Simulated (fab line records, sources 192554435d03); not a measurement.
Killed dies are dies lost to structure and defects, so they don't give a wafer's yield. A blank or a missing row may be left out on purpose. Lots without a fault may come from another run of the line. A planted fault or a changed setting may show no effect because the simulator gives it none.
Which tool did it? | flow n5_finfet | 10 lots, 30 wafers sampled, at 2 steps of a route of 1938

WHAT THE GAUGES READ, wafer by wafer
N5_BEOL_M12_INSPECT_30: inspects for defects (macro). Usual: raw_defect_count 2.2, standard deviation 1.4.
lot  | measured     | on                | raw_defect_count | flag
L985 | day 12 17:28 | defect_inspect-01 | 1 2 2            |
L984 | day 12 17:46 | defect_inspect-01 | 1 2 2            |
L989 | day 13 18:58 | defect_inspect-01 | 5 6 3            |
L995 | day 14 06:57 | defect_inspect-02 | 3 1 1            |
L993 | day 14 15:57 | defect_inspect-01 | 1 2 1            |
L100 | day 16 05:23 | defect_inspect-02 | 2 3 1            |
L998 | day 16 05:58 | defect_inspect-02 | 1 1 0            |
L102 | day 17 01:54 | defect_inspect-02 | 3 4 2            |
L106 | day 17 09:22 | defect_inspect-02 | 4 4 4            |
L103 | day 17 10:30 | defect_inspect-02 | 0 1 1            |

N5_BEOL_M12_INSPECT_55: inspects for defects (darkfield). Usual: raw_defect_count 67, standard deviation 24.
lot  | measured     | on                | raw_defect_count | flag
L985 | day 12 20:42 | defect_inspect-02 | 60 58 67         |
L984 | day 12 21:55 | defect_inspect-01 | 135 165 74       |
L989 | day 14 01:15 | defect_inspect-02 | 56 79 52         |
L995 | day 14 13:50 | defect_inspect-01 | 57 74 58         |
L993 | day 14 19:28 | defect_inspect-02 | 62 51 41         |
L100 | day 16 10:34 | defect_inspect-01 | 87 83 62         |
L998 | day 16 10:50 | defect_inspect-02 | 75 39 82         |
L102 | day 17 06:01 | defect_inspect-01 | 48 45 61         |
L106 | day 17 14:24 | defect_inspect-02 | 108 43 92        |
L103 | day 17 14:51 | defect_inspect-01 | 112 33 136       |

WHICH TOOL RAN EACH LOT (tool, then ch and the chambers of the sampled wafers, then the start)
The record holds no process step before these readings.

WHAT THE TOOLS THEMSELVES READ (means of the sampled wafers that have a number; where no wafer has one, the mark that the record gives instead)
The record holds no such reading with a usual standard deviation.

THE ANSWER, worked out from the rows above alone
Rule: a lot is off if the mean of its wafers that have a number lies more than 3 standard deviations from the usual mean. A lot without any number at a reading at which 4 lots or more have one is off too. The other lots that the step has rows for count as sound. The gauges are gone through in route order, then the tools' own readings, and for those a lot's mean is taken as printed above. The first step at which some lot is off is used, and at that step the reading that is off furthest; a lot without a number counts as furthest.
No lot is off at any reading shown: from this, nothing can be told.

WHAT THE SIMULATOR HAD PUT IN
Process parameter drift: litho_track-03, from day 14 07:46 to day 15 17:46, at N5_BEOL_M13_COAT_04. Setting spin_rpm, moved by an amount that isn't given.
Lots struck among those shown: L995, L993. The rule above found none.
